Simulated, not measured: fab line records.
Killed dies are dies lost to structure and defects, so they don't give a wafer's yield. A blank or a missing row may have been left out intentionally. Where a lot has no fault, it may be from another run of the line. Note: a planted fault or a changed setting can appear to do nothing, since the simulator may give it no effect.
Struck lot and sound lot, side by side + flow nand-harc + 27 steps out of a route of 1159
Sound: wafers L122.3, L122.5, L122.6. Wafers struck: L126.3, L126.4, L126.6. The cause is named last.
At each step with rows: each side's tool, then ch and its chambers, then its first start. Under that, the readings that differ: sound wafers + struck wafers + difference of the means + sigmas: that difference in standard deviations of wafers without a fault.
alike: same words and numbers on both sides, and readings whose means sit less than 2 such deviations apart. not compared: any withheld reading, any reading some wafer has no value for, any bound like >300 that may hide the same value, and any number with overlapping values for which the record gives no deviation.
The two part at a step that has a row with sigmas, a row that says differs or no value, or rows on one side only. Numbers that have no deviation but don't overlap get no sigmas and don't part them. Lack of a reading on every wafer of one side parts them only where that side has two or more wafers.

NHARC_A_M0_CMP_23: polishes, t overpolish 20 s, target thk 113.75 nm.
  sound on cmp-02 ch 0,1, day 20 23:57; struck on cmp-01 ch 1,2, day 21 20:39
  alike: edge-zone-pressure-frac, motor-current-A, time-to-endpoint-s
NHARC_A_M0_THK_MEAS_24: measures by xrf.
  struck on film-metro-02, day 21 20:58; sound on film-metro-02, day 21 00:14
  alike: thk-nm
then, 1 step without rows for these wafers: NHARC_A_M0_SRD_25.
NHARC_A_M0_INSPECT_27:
  struck on defect-inspect-02, day 21 21:09; sound on defect-inspect-01, day 21 00:25
  alike: raw-defect-count
NHARC_A_M0_PRE_CLEAN_31: time 12 s.
  sound on pecvd-01 ch 1,2, day 21 02:48; struck on pecvd-04 ch 1,2, day 21 21:13
| reading            | sound       | struck      | difference | sigmas |
|--------------------|-------------|-------------|------------|--------|
| heater-power-w (W) | 812 665 786 | 588 599 584 | -164       | -2     |
  alike: rf-fwd-power-W
NHARC_A_M0_DEP_32: deposits SiCN, target thk 30 nm.
  sound on pecvd-01 ch 1,2, day 21 02:55; struck on pecvd-04 ch 1,2, day 21 21:17
| reading            | sound             | struck            | difference | sigmas |
|--------------------|-------------------|-------------------|------------|--------|
| rf-fwd-power-W (W) | 448.3 446.0 447.4 | 449.3 452.3 449.0 | +3.0       | +2     |
  alike: chamber-pressure-Torr, heater-power-w, showerhead-vpp-V
then, 5 steps without rows for these wafers: NHARC_A_M1_DEP_00 (deposits SiOC, target thk 182.5 nm); NHARC_A_M1_DEHYDRATE_01 (time 120 s); NHARC_A_M1_HMDS_02 (time 30 s); NHARC_A_M1_COAT_34 (time 65 s); NHARC_A_M1_COAT_03 (resist thk 90 nm).
NHARC_A_M1_SOFTBAKE_04: time 55 s.
  sound on litho-track-06 ch 0, day 21 03:00; struck on litho-track-06 ch 0, day 21 22:00
| reading                  | sound                | struck               | difference | sigmas      |
|--------------------------|----------------------|----------------------|------------|-------------|
| heater-power-total-W (W) | 188.46 188.42 188.41 | 225.50 225.15 224.42 | +36.59     | +99 or more |
  alike: exhaust-pa
then, 4 steps without rows for these wafers: NHARC_A_M1_EBR_05; NHARC_A_M1_EXPOSE_06 (exposes mask A M1, target cd 120 nm); NHARC_A_M1_PEB_07 (peb time 65 s); NHARC_A_M1_DEVELOP_08 (develop time 35 s).
NHARC_A_M1_CD_MEAS_09: target cd 120 nm.
  sound on cd-sem-01 ch 0, day 21 04:01; struck on cd-sem-03 ch 0, day 21 22:26
| reading    | sound             | struck            | difference | sigmas |
|------------|-------------------|-------------------|------------|--------|
| cd-nm (nm) | 120.0 120.3 119.9 | 117.5 117.5 117.3 | -2.6       | -4     |
NHARC_A_M1_OVL_MEAS_10: pitch 240 nm.
  struck on overlay-02, day 21 22:31; sound on overlay-02, day 21 04:05
  alike: overlay-x-nm, overlay-y-nm
NHARC_A_M1_INSPECT_11:
  struck on defect-inspect-02, day 21 22:34; sound on defect-inspect-02, day 21 04:08
  alike: raw-defect-count
NHARC_A_M1_DESCUM_14: chemistry O2, time 3 s.
  sound on rie-diel-11 ch 0,1,2, day 21 04:13; struck on rie-diel-05 ch 2,3, day 21 22:37
| reading               | sound             | struck            | difference | sigmas |
|-----------------------|-------------------|-------------------|------------|--------|
| model.A_M1.cd-nm (nm) | 119.9 120.3 120.6 | 117.2 117.7 117.4 | -2.8       |        |
  alike: drypump-motor-current-A, oes-product-au, rf-vpp-V, showerhead-plenum-p-Torr, throttle-valve-pct
  not compared: rf-hours-counter-h
NHARC_A_M1_ETCH_35: etches the open film in N2/H2, target depth 40 nm, overetch 12 nm, time 43.94 s.
  sound on rie-diel-11 ch 0,3, day 21 04:17; struck on rie-diel-05 ch 2,3, day 21 22:44
  alike: drypump-motor-current-A, oes-product-au, rf-fwd-power-W, rf-vpp-V, showerhead-plenum-p-Torr, throttle-valve-pct
  not compared: rf-hours-counter-h
then, 1 step without rows for these wafers: NHARC_A_M1_ETCH_15 (etches the open film in C4F8/Ar, target depth 182.5 nm, time 91.2 s).
NHARC_A_M1_CD_MEAS_16:
  struck on cd-sem-03, day 21 22:58; sound on cd-sem-01, day 21 04:30
| reading    | sound             | struck            | difference | sigmas |
|------------|-------------------|-------------------|------------|--------|
| cd-nm (nm) | 119.7 119.9 121.0 | 117.4 117.5 117.8 | -2.6       | -3     |
NHARC_A_M1_STRIP_18: strips in N2/H2.
  sound on rie-diel-05 ch 0,3, day 21 04:38; struck on rie-diel-13 ch 0,1, day 21 23:02
  alike: drypump-motor-current-A, oes-product-au, rf-fwd-power-W, rf-vpp-V, showerhead-plenum-p-Torr, throttle-valve-pct
  not compared: rf-hours-counter-h
NHARC_A_M1_ETCH_28: etches the open film in CF4/N2, target depth 30 nm, time 72.99 s.
  sound on rie-diel-05 ch 0,2; struck on rie-diel-13 ch 0,1,3
| reading               | sound             | struck            | difference | sigmas |
|-----------------------|-------------------|-------------------|------------|--------|
| model.A_M1.cd-nm (nm) | 120.7 120.3 121.9 | 117.5 117.9 117.7 | -3.3       |        |
  alike: drypump-motor-current-A, oes-product-au, rf-fwd-power-W, rf-vpp-V, showerhead-plenum-p-Torr, throttle-valve-pct
  not compared: rf-hours-counter-h
then, 1 step without rows for these wafers: NHARC_A_M1_STRIP_19 (strips in post etch residue remover, time 600 s).
NHARC_END_SORT_01:
  the record has rows for the sound wafers here (prober-02 ch 0, day 22 19:44) and none for the struck ones

== WHERE THEY PART ==
First at NHARC_A_M0_PRE_CLEAN_31; last, within this record, at NHARC_END_SORT_01.

WHY: what the simulator had put in
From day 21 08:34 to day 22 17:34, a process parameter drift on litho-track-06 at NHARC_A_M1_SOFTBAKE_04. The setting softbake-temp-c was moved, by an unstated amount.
